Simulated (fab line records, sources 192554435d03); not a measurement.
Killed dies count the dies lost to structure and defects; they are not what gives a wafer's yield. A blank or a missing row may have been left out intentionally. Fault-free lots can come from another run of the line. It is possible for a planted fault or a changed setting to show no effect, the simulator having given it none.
Split-lot trial :: flow n5_finfet :: on a route of 1938 steps: 7 lots, 21 wafers read

ABOUT THE SPLIT
At N5_BEOL_M1_COAT_68 (time 60 s, resist thk 12 nm), the setting spin_rpm was moved away from the recipe's 1500 rpm on 8 of the 21 wafers read, by -5.8% to +9.7%. For the rest of the wafers, this setting stayed at what the recipe calls for.

FROM THE SPLIT TO THE READING: what the file shows between them, 6 steps
- N5_BEOL_M1_COAT_76: time 60 s, resist thk 5 nm
- N5_BEOL_M1_COAT_22: resist thk 30 nm
- N5_BEOL_M1_DESCUM_33: chemistry O2, time 7 s
- N5_BEOL_M1_ETCH_77: etches underlayer in N2/H2, target depth 6.5 nm, time 5.2 s
- N5_BEOL_M1_ETCH_69: etches SiARC in CF4, target depth 15.6 nm, time 26 s
- N5_BEOL_M1_ALD_98: deposits SiO2, target thk 2.5 nm, pulse time 1 s, co reactant pulse time 1 s

THE READING
CAR-EUV_of_BEOL_M1_COAT_22.thk_nm (the simulator's own value, which no gauge read), in nm, at N5_BEOL_M1_ETCHBACK_99 (etches SiO2 in CHF3, target depth 5 nm, time 10.4 s). The file does not state a usual value for it. Across the 13 wafers here that went through the recipe, the average is 10.5 nm and the standard deviation 0.15 nm.

wafer: L074.1
tool, chamber at the split: litho_track-02, 0
spin_rpm as run, rpm: 1500
against the recipe: recipe
CAR-EUV_of_BEOL_M1_COAT_22.thk_nm, nm: 10.4
against lot-mates on the recipe: -

wafer: L074.2
tool, chamber at the split: litho_track-02, 0
spin_rpm as run, rpm: 1500
against the recipe: recipe
CAR-EUV_of_BEOL_M1_COAT_22.thk_nm, nm: 10.4
against lot-mates on the recipe: -

wafer: L074.3
tool, chamber at the split: litho_track-02, 0
spin_rpm as run, rpm: 1588
against the recipe: +5.9%
CAR-EUV_of_BEOL_M1_COAT_22.thk_nm, nm: 10.8
against lot-mates on the recipe: +0.4

wafer: L079.3
tool, chamber at the split: litho_track-02, 0
spin_rpm as run, rpm: 1500
against the recipe: recipe
CAR-EUV_of_BEOL_M1_COAT_22.thk_nm, nm: 10.8
against lot-mates on the recipe: -

wafer: L079.5
tool, chamber at the split: litho_track-02, 0
spin_rpm as run, rpm: 1413
against the recipe: -5.8%
CAR-EUV_of_BEOL_M1_COAT_22.thk_nm, nm: 10.4
against lot-mates on the recipe: -0.3

wafer: L079.6
tool, chamber at the split: litho_track-02, 0
spin_rpm as run, rpm: 1500
against the recipe: recipe
CAR-EUV_of_BEOL_M1_COAT_22.thk_nm, nm: 10.6
against lot-mates on the recipe: -

wafer: L084.1
tool, chamber at the split: litho_track-02, 0
spin_rpm as run, rpm: 1500
against the recipe: recipe
CAR-EUV_of_BEOL_M1_COAT_22.thk_nm, nm: 10.4
against lot-mates on the recipe: -

wafer: L084.2
tool, chamber at the split: litho_track-02, 0
spin_rpm as run, rpm: 1500
against the recipe: recipe
CAR-EUV_of_BEOL_M1_COAT_22.thk_nm, nm: 10.6
against lot-mates on the recipe: -

wafer: L084.5
tool, chamber at the split: litho_track-02, 0
spin_rpm as run, rpm: 1500
against the recipe: recipe
CAR-EUV_of_BEOL_M1_COAT_22.thk_nm, nm: 10.6
against lot-mates on the recipe: -

wafer: L087.3
tool, chamber at the split: litho_track-02, 0
spin_rpm as run, rpm: 1645
against the recipe: +9.7%
CAR-EUV_of_BEOL_M1_COAT_22.thk_nm, nm: 10.8
against lot-mates on the recipe: +0.6

wafer: L087.5
tool, chamber at the split: litho_track-02, 0
spin_rpm as run, rpm: 1500
against the recipe: recipe
CAR-EUV_of_BEOL_M1_COAT_22.thk_nm, nm: 10.2
against lot-mates on the recipe: -

wafer: L087.6
tool, chamber at the split: litho_track-02, 0
spin_rpm as run, rpm: 1645
against the recipe: +9.7%
CAR-EUV_of_BEOL_M1_COAT_22.thk_nm, nm: 10.6
against lot-mates on the recipe: +0.4

wafer: L088.1
tool, chamber at the split: litho_track-01, 0
spin_rpm as run, rpm: 1570
against the recipe: +4.7%
CAR-EUV_of_BEOL_M1_COAT_22.thk_nm, nm: 10.8
against lot-mates on the recipe: +0.2

wafer: L088.2
tool, chamber at the split: litho_track-01, 0
spin_rpm as run, rpm: 1500
against the recipe: recipe
CAR-EUV_of_BEOL_M1_COAT_22.thk_nm, nm: 10.6
against lot-mates on the recipe: -

wafer: L088.3
tool, chamber at the split: litho_track-01, 0
spin_rpm as run, rpm: 1570
against the recipe: +4.7%
CAR-EUV_of_BEOL_M1_COAT_22.thk_nm, nm: 10.6
against lot-mates on the recipe: +0.0

wafer: L092.4
tool, chamber at the split: litho_track-04, 0
spin_rpm as run, rpm: 1500
against the recipe: recipe
CAR-EUV_of_BEOL_M1_COAT_22.thk_nm, nm: 10.6
against lot-mates on the recipe: -

wafer: L092.5
tool, chamber at the split: litho_track-04, 0
spin_rpm as run, rpm: 1587
against the recipe: +5.8%
CAR-EUV_of_BEOL_M1_COAT_22.thk_nm, nm: 10.8
against lot-mates on the recipe: +0.2

wafer: L092.6
tool, chamber at the split: litho_track-04, 0
spin_rpm as run, rpm: 1587
against the recipe: +5.8%
CAR-EUV_of_BEOL_M1_COAT_22.thk_nm, nm: 10.8
against lot-mates on the recipe: +0.2

wafer: L095.2
tool, chamber at the split: litho_track-02, 0
spin_rpm as run, rpm: 1500
against the recipe: recipe
CAR-EUV_of_BEOL_M1_COAT_22.thk_nm, nm: 10.4
against lot-mates on the recipe: -

wafer: L095.3
tool, chamber at the split: litho_track-02, 0
spin_rpm as run, rpm: 1500
against the recipe: recipe
CAR-EUV_of_BEOL_M1_COAT_22.thk_nm, nm: 10.4
against lot-mates on the recipe: -

wafer: L095.6
tool, chamber at the split: litho_track-02, 0
spin_rpm as run, rpm: 1500
against the recipe: recipe
CAR-EUV_of_BEOL_M1_COAT_22.thk_nm, nm: 10.4
against lot-mates on the recipe: -

FIT RESULTS
A straight line over all 21 wafers: CAR-EUV_of_BEOL_M1_COAT_22.thk_nm changes by +0.0301 nm for each +1% of spin_rpm; r = +0.63; the points scatter about the line by 0.15 nm.
The same after taking each lot's own level away (the mean of its wafers on the recipe; 21 wafers): +0.0477 nm for each +1%; r = +0.91; scatter 0.087 nm.
The reading moves by 0.46 nm for the largest change in spin_rpm, on that fit.
The lots' own levels span 10.20 to 10.70 nm, that is 3.4 times the standard deviation above.
So the lot-to-lot level blurs the effect unless lot-mates are compared.
Check: with one of the wafers moved furthest among these (+9.7%) left out of the fit, the line predicts +0.399 nm for it against its lot-mates. It came out at +0.6 nm against them.

OTHER SPLITS APPLIED TO THESE WAFERS
These wafers also went through other splits before the reading. Each is held against what the fit with the lots' levels taken away leaves over:
other split on the same wafers: N5_MOL_CONTACT_COAG_ETCHBACK_136 target_depth_a
wafers away from the commonest value: 6
r with CAR-EUV_of_BEOL_M1_COAT_22.thk_nm (lot level and that fit taken away): -0.11

other split on the same wafers: N5_MOL_CONTACT_COAG_CVD_140 target_thk_a
wafers away from the commonest value: 5
r with CAR-EUV_of_BEOL_M1_COAT_22.thk_nm (lot level and that fit taken away): +0.00

THE WHOLE CHAIN: every reading that the file lists as answering this split, in the file's order
step: N5_BEOL_M1_COAT_68
what it does: time 60 s, resist thk 12 nm
reading: SiARC_of_BEOL_M1_COAT_68.thk_nm (the simulator's own value, which no gauge read)
change (the file's fit): -0.0605 nm for each +1% of the setting
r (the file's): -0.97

step: N5_BEOL_M1_ETCH_69
what it does: etches SiARC in CF4, target depth 15.6 nm, time 26 s
reading: etch.depth_nm (the simulator's own value, which no gauge read)
change (the file's fit): -0.0578 nm for each +1% of the setting
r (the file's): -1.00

step: N5_BEOL_M1_ETCHBACK_99
what it does: etches SiO2 in CHF3, target depth 5 nm, time 10.4 s
reading: CAR-EUV_of_BEOL_M1_COAT_22.thk_nm (the simulator's own value, which no gauge read)
change (the file's fit): +0.0486 nm for each +1% of the setting
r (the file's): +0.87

FILE'S OWN FIT
CAR-EUV_of_BEOL_M1_COAT_22.thk_nm changes by +0.0486 nm for each +1% of spin_rpm, r = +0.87.
